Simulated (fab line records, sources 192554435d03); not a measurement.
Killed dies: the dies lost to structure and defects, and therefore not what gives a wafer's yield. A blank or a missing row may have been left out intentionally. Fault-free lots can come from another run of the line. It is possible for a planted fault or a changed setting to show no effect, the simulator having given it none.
Which tool was responsible?	flow n5 finfet	Sampling: 24 lots, 72 wafers, 6 of 1938 route steps

## WHAT THE GAUGES SHOWED, per wafer
N5_FIN_SAQP_CD_MEAS_31: the cd target is 8 nm.
lot	measured	on	cd nm (nm)
L074	day 2 03:09	cd sem-01	7.91 8.03 7.96
L075	day 2 08:43	cd sem-03	7.98 7.83 8.27
L076	day 2 14:22	cd sem-03	7.98 8.09 7.85
L077	day 2 20:20	cd sem-03	7.98 7.86 8.21
L078	day 3 02:06	cd sem-02	7.69 8.22 7.93
L079	day 3 07:29	cd sem-03	8.49 7.86 8.01
L080	day 3 14:34	cd sem-02	7.92 8.09 8.05
L081	day 3 21:36	cd sem-03	7.76 7.86 8.17
L082	day 4 01:30	cd sem-02	7.97 8.09 7.89
L083	day 4 08:29	cd sem-01	7.95 8.08 8.29
L084	day 4 13:32	cd sem-01	8.34 7.83 7.91
L085	day 4 21:06	cd sem-01	8.25 8.61 8.31
L086	day 5 03:34	cd sem-01	7.99 8.02 8.23
L087	day 5 08:24	cd sem-01	8.17 8.00 8.36
L088	day 5 13:21	cd sem-03	7.95 8.05 7.97
L089	day 5 19:22	cd sem-03	8.01 8.02 8.03
L090	day 6 01:55	cd sem-01	8.29 8.22 7.81
L091	day 6 08:37	cd sem-03	8.24 7.98 8.15
L092	day 6 14:41	cd sem-01	8.02 8.05 7.87
L093	day 6 20:58	cd sem-02	8.04 8.11 8.33
L094	day 7 03:46	cd sem-02	7.89 8.28 7.88
L095	day 7 08:05	cd sem-01	7.81 7.86 7.89
L096	day 7 13:59	cd sem-01	8.31 7.85 8.25
L097	day 7 20:05	cd sem-01	8.07 8.39 8.28

## WHICH TOOL RAN EACH LOT (tool, then ch and the chambers of the sampled wafers, then the start)
lot	N5_PMOS_HMC_CHANNEL_EPI_FIN_RECESS_16	N5_FIN_SAQP_HM_DEP_72	N5_FIN_SAQP_MANDREL_ETCH_22	N5_FIN_SAQP_SPACER1_ALD_24	N5_FIN_SAQP_ETCH_65
L074	rie si-01 ch 1,3, day 1 18:46	pecvd-03 ch 0,2, day 1 22:05	rie si-04 ch 0,1,3, day 1 23:12	ald sin-01 ch 0,1,3, day 2 00:07	rie si-06 ch 0,2,3, day 2 01:41
L075	rie si-05 ch 0,3, day 2 00:02	pecvd-04 ch 0,2, day 2 03:18	rie si-06 ch 0,1,3, day 2 04:25	ald sin-03 ch 0,2,3, day 2 05:28	rie si-06 ch 0,2, day 2 06:51
L076	rie si-05 ch 1,3, day 2 05:31	pecvd-04 ch 0,1,2, day 2 08:47	rie si-04 ch 1,2,3, day 2 10:13	ald sin-02 ch 1,2,3, day 2 11:07	rie si-04 ch 0,2, day 2 12:28
L077	rie si-05 ch 0,1, day 2 12:35	pecvd-02 ch 0,1,2, day 2 15:58	rie si-04 ch 1,2,3, day 2 16:52	ald sin-01 ch 0,2,3, day 2 17:46	rie si-04 ch 0,3, day 2 18:50
L078	rie si-01 ch 0,1,3, day 2 18:34	pecvd-02 ch 0,1,2, day 2 21:43	rie si-02 ch 0,1,2, day 2 22:32	ald sin-03 ch 1,3, day 2 23:21	rie si-02 ch 0,1,2, day 3 00:25
L079	rie si-05 ch 1,3, day 2 23:44	pecvd-04 ch 1,2, day 3 03:00	rie si-02 ch 1,2, day 3 03:50	ald sin-01 ch 2,3, day 3 04:38	rie si-06 ch 0,1,3, day 3 05:43
L080	rie si-01 ch 0,1, day 3 05:35	pecvd-02 ch 1,2, day 3 08:44	rie si-04 ch 0,2,3, day 3 10:17	ald sin-03 ch 0,1,3, day 3 11:25	rie si-04 ch 0,2,3, day 3 12:51
L081	rie si-03 ch 0,1,2, day 3 12:11	pecvd-04 ch 0,1,2, day 3 16:53	rie si-06 ch 0,2,3, day 3 17:35	ald sin-02 ch 0,1,3, day 3 18:58	rie si-06 ch 1,2,3, day 3 20:13
L082	rie si-03 ch 2,3, day 3 17:58	pecvd-02 ch 1,2, day 3 21:08	rie si-02 ch 0,1,2, day 3 21:58	ald sin-01 ch 0,1, day 3 22:49	rie si-06 ch 0,2,3, day 4 00:02
L083	rie si-03 ch 0,1, day 4 00:20	pecvd-03 ch 0,1,2, day 4 03:54	rie si-02 ch 0,3, day 4 04:43	ald sin-01 ch 1,2,3, day 4 06:01	rie si-04 ch 0,1, day 4 07:05
L084	rie si-01 ch 0,1,3, day 4 05:53	pecvd-02 ch 1,2, day 4 09:17	rie si-06 ch 2,3, day 4 09:59	ald sin-02 ch 1,2,3, day 4 10:56	rie si-02 ch 0,2,3, day 4 12:05
L085	rie si-05 ch 2,3, day 4 11:36	pecvd-03 ch 0,1, day 4 15:11	rie si-04 ch 0,3, day 4 16:03	ald sin-02 ch 2,3, day 4 17:28	rie si-04 ch 0,1,3, day 4 18:32
L086	rie si-05 ch 0,1,2, day 4 17:40	pecvd-03 ch 1,2, day 4 21:46	rie si-04 ch 0,1,2, day 4 22:35	ald sin-02 ch 0,1,2, day 5 00:41	rie si-02 ch 1,3, day 5 01:49
L087	rie si-05 ch 0,1,3, day 5 00:38	pecvd-02 ch 0,1,2, day 5 04:19	rie si-04 ch 0,1,3, day 5 05:01	ald sin-02 ch 0,1, day 5 05:50	rie si-02 ch 1,2,3, day 5 07:01
L088	rie si-05 ch 1,2, day 5 05:27	pecvd-04 ch 0,1, day 5 08:49	rie si-06 ch 1,2,3, day 5 09:48	ald sin-02 ch 0,1,3, day 5 10:41	rie si-04 ch 0,3, day 5 11:45
L089	rie si-01 ch 1,3, day 5 11:33	pecvd-04 ch 0,1,2, day 5 14:58	rie si-04 ch 0,2,3, day 5 16:02	ald sin-03 ch 0,2,3, day 5 16:52	rie si-02 ch 0,1,3, day 5 17:56
L090	rie si-05 ch 0,1,3, day 5 18:05	pecvd-02 ch 0,1,2, day 5 21:19	rie si-02 ch 0,2,3, day 5 22:32	ald sin-01 ch 0,2,3, day 5 23:20	rie si-04 ch 0,2,3, day 6 00:25
L091	rie si-05 ch 1,3, day 6 00:52	pecvd-02 ch 1,2, day 6 04:02	rie si-06 ch 0,1,3, day 6 04:52	ald sin-03 ch 1,2, day 6 06:06	rie si-02 ch 0,2, day 6 07:13
L092	rie si-03 ch 2,3, day 6 06:03	pecvd-03 ch 0,1,2, day 6 09:26	rie si-04 ch 2,3, day 6 10:24	ald sin-01 ch 0,1,2, day 6 11:49	rie si-02 ch 0,1,2, day 6 13:06
L093	rie si-05 ch 0,1,3, day 6 11:59	pecvd-02 ch 0,1, day 6 16:03	rie si-04 ch 0,1,3, day 6 16:46	ald sin-03 ch 2,3, day 6 18:21	rie si-02 ch 0,1,2, day 6 19:25
L094	rie si-01 ch 0,1,3, day 6 19:21	pecvd-03 ch 0,1,2, day 6 22:47	rie si-04 ch 0,1,3, day 6 23:37	ald sin-01 ch 1,2,3, day 7 00:25	rie si-02 ch 1,2,3, day 7 01:46
L095	rie si-01 ch 0,1,3, day 7 00:18	pecvd-02 ch 0,1,2, day 7 03:50	rie si-06 ch 0,1,2, day 7 04:40	ald sin-03 ch 1,2,3, day 7 05:31	rie si-04 ch 0,2,3, day 7 06:36
L096	rie si-03 ch 0,1,3, day 7 05:44	pecvd-02 ch 0,1, day 7 09:06	rie si-04 ch 2,3, day 7 10:31	ald sin-02 ch 1,2,3, day 7 11:19	rie si-02 ch 1,2,3, day 7 12:36
L097	rie si-05 ch 1,2,3, day 7 11:35	pecvd-03 ch 0,1,2, day 7 14:48	rie si-02 ch 0,2,3, day 7 15:31	ald sin-01 ch 0,2,3, day 7 16:55	rie si-04 ch 0,1,2, day 7 18:06
- N5_PMOS_HMC_CHANNEL_EPI_FIN_RECESS_16: chemistry HBr/Cl2, target Si, target depth 54 nm, time 18 s.
- N5_FIN_SAQP_HM_DEP_72: deposits SiO2 from SiH4/N2O, target thk 12 nm, time 7.2 s.
- N5_FIN_SAQP_MANDREL_ETCH_22: etches a-Si in HBr/Cl2, stops on SiNx, target depth 60 nm, bt time 10 s, time 30 s.
- N5_FIN_SAQP_SPACER1_ALD_24: deposits SiO2, target thk 20.3 nm, pulse time 1 s, purge time 2 s.
- N5_FIN_SAQP_ETCH_65: etches SiO2 in CF4, target depth 4 nm, time 4.4 s.

## AS READ BY THE TOOLS THEMSELVES (means over the sampled wafers that have a number; for cases with no such wafer, the mark the record gives instead)
N5_PMOS_HMC_CHANNEL_EPI_FIN_RECESS_16.
lot	tool	drypump motor current A (A)	mfc cl2 sccm (sccm)	oes product au (a.u.)	throttle valve pct (%)
L074	rie si-01	5.7	80.18	1.004	35.07
L075	rie si-05	5.6	79.83	1.004	35.68
L076	rie si-05	5.4	79.94	0.998	35.51
L077	rie si-05	5.7	80.39	1.014	35.34
L078	rie si-01	5.7	80.05	1.009	35.26
L079	rie si-05	5.4	80.04	1.006	35.24
L080	rie si-01	5.8	80.16	1.018	35.20
L081	rie si-03	5.7	80.01	0.994	35.29
L082	rie si-03	5.9	80.05	0.994	35.25
L083	rie si-03	5.5	79.97	0.985	35.51
L084	rie si-01	5.7	79.88	1.008	35.25
L085	rie si-05	4.9	79.84	1.010	35.36
L086	rie si-05	5.3	80.02	1.018	35.22
L087	rie si-05	5.6	80.25	1.009	35.42
L088	rie si-05	4.9	79.77	1.018	35.10
L089	rie si-01	5.7	80.09	1.008	35.07
L090	rie si-05	5.6	80.19	1.002	35.43
L091	rie si-05	5.4	80.03	1.002	35.50
L092	rie si-03	6.1	80.08	1.007	35.43
L093	rie si-05	5.6	79.73	1.007	35.42
L094	rie si-01	5.7	80.05	0.999	35.25
L095	rie si-01	5.7	80.18	1.013	35.24
L096	rie si-03	6.0	80.23	0.996	35.48
L097	rie si-05	5.2	80.12	1.009	35.31

N5_FIN_SAQP_HM_DEP_72.
lot	tool	heater power w (W)	showerhead plenum p Torr (Torr)
L074	pecvd-03	803	8.08
L075	pecvd-04	709	8.05
L076	pecvd-04	812	8.05
L077	pecvd-02	747	8.08
L078	pecvd-02	734	8.08
L079	pecvd-04	870	8.07
L080	pecvd-02	681	8.10
L081	pecvd-04	803	8.05
L082	pecvd-02	720	8.21
L083	pecvd-03	795	8.14
L084	pecvd-02	730	8.21
L085	pecvd-03	826	8.21
L086	pecvd-03	754	8.14
L087	pecvd-02	687	8.09
L088	pecvd-04	769	8.05
L089	pecvd-04	858	8.06
L090	pecvd-02	725	8.08
L091	pecvd-02	726	8.22
L092	pecvd-03	776	8.15
L093	pecvd-02	760	8.07
L094	pecvd-03	800	8.15
L095	pecvd-02	766	8.07
L096	pecvd-02	798	8.08
L097	pecvd-03	836	8.15

N5_FIN_SAQP_MANDREL_ETCH_22.
lot	tool	drypump motor current A (A)	mfc cl2 sccm (sccm)	oes product au (a.u.)	throttle valve pct (%)
L074	rie si-04	5.7	79.99	0.777	35.02
L075	rie si-06	5.4	80.24	0.774	35.12
L076	rie si-04	5.7	79.89	0.774	35.24
L077	rie si-04	5.7	80.03	0.769	35.24
L078	rie si-02	5.6	79.89	0.785	35.18
L079	rie si-02	5.7	80.00	0.789	35.31
L080	rie si-04	5.7	80.14	0.773	35.25
L081	rie si-06	5.3	79.88	0.768	35.34
L082	rie si-02	5.6	79.90	0.783	35.20
L083	rie si-02	5.3	80.03	0.791	35.33
L084	rie si-06	5.3	80.12	0.768	35.47
L085	rie si-04	5.7	79.81	0.774	35.02
L086	rie si-04	5.5	80.02	0.776	35.03
L087	rie si-04	5.7	80.02	0.779	34.96
L088	rie si-06	5.8	79.99	0.774	35.37
L089	rie si-04	5.7	80.00	0.777	35.24
L090	rie si-02	5.5	80.20	0.782	35.20
L091	rie si-06	5.4	79.91	0.764	35.12
L092	rie si-04	5.8	80.14	0.770	35.48
L093	rie si-04	5.7	80.06	0.775	34.98
L094	rie si-04	5.7	79.84	0.764	35.01
L095	rie si-06	5.9	79.87	0.776	35.28
L096	rie si-04	6.0	79.72	0.762	35.43
L097	rie si-02	5.5	79.85	0.782	35.19

N5_FIN_SAQP_SPACER1_ALD_24.
lot	tool	heater power w (W)	precursor pulse height rel
L074	ald sin-01	450	1.009
L075	ald sin-03	435	1.007
L076	ald sin-02	486	0.987
L077	ald sin-01	460	1.023
L078	ald sin-03	453	0.987
L079	ald sin-01	495	1.000
L080	ald sin-03	420	1.002
L081	ald sin-02	490	0.983
L082	ald sin-01	425	0.993
L083	ald sin-01	451	0.998
L084	ald sin-02	477	1.024
L085	ald sin-02	493	1.001
L086	ald sin-02	477	0.989
L087	ald sin-02	479	1.010
L088	ald sin-02	495	0.998
L089	ald sin-03	443	1.006
L090	ald sin-01	459	0.988
L091	ald sin-03	389	0.991
L092	ald sin-01	428	0.997
L093	ald sin-03	473	0.962
L094	ald sin-01	444	0.993
L095	ald sin-03	432	0.995
L096	ald sin-02	482	0.999
L097	ald sin-01	463	0.985

N5_FIN_SAQP_ETCH_65.
lot	tool	cf4 flow sccm (sccm)	drypump motor current A (A)	oes product au (a.u.)	throttle valve pct (%)
L074	rie si-06	79.92	5.3	1.012	21.79
L075	rie si-06	80.18	5.8	1.008	21.86
L076	rie si-04	80.12	5.4	1.022	21.57
L077	rie si-04	79.79	5.9	1.017	21.71
L078	rie si-02	79.90	5.6	1.030	21.68
L079	rie si-06	79.97	5.3	1.016	21.62
L080	rie si-04	79.87	5.7	1.006	21.70
L081	rie si-06	80.17	5.8	1.022	21.83
L082	rie si-06	80.08	5.3	1.006	21.80
L083	rie si-04	79.95	5.5	1.005	21.33
L084	rie si-02	79.95	5.5	1.020	21.66
L085	rie si-04	79.91	5.8	1.010	21.51
L086	rie si-02	79.93	5.4	1.029	21.87
L087	rie si-02	79.81	5.6	1.028	21.75
L088	rie si-04	79.93	5.9	1.008	21.71
L089	rie si-02	80.14	5.4	1.021	21.78
L090	rie si-04	79.95	5.7	1.021	21.70
L091	rie si-02	79.95	5.7	1.037	21.56
L092	rie si-02	79.86	5.6	1.027	21.68
L093	rie si-02	79.80	5.5	1.040	21.69
L094	rie si-02	80.09	5.6	1.030	21.75
L095	rie si-04	80.07	5.7	1.013	21.71
L096	rie si-02	79.80	5.6	1.021	21.76
L097	rie si-04	80.01	5.5	1.005	21.51

## THE ANSWER, worked out from the rows above alone
Rule: the usual values come from the lots themselves. Put in order of their means at a reading, lots are off if they are a third of the lots or fewer, leave a main group of 4 or more, and stand apart from it by a gap of 3 or more times the standard deviation of the main group's means; of several such gaps the widest counts. A main group is skipped when, at the precision printed for the reading in the tables above, its means are all equal. Also off: a lot with no number at a reading for which 4 or more lots have one. The other lots that the step has rows for count as sound. The gauges are gone through in route order, then the tools' own readings, and for those a lot's mean is taken as printed above. The first step at which some lot is off is used, and at that step the reading that is off furthest; a lot without a number counts as furthest.
Nothing can be told from this: no lot is off at any reading shown.

## WHAT HAD BEEN PUT IN BY THE SIMULATOR
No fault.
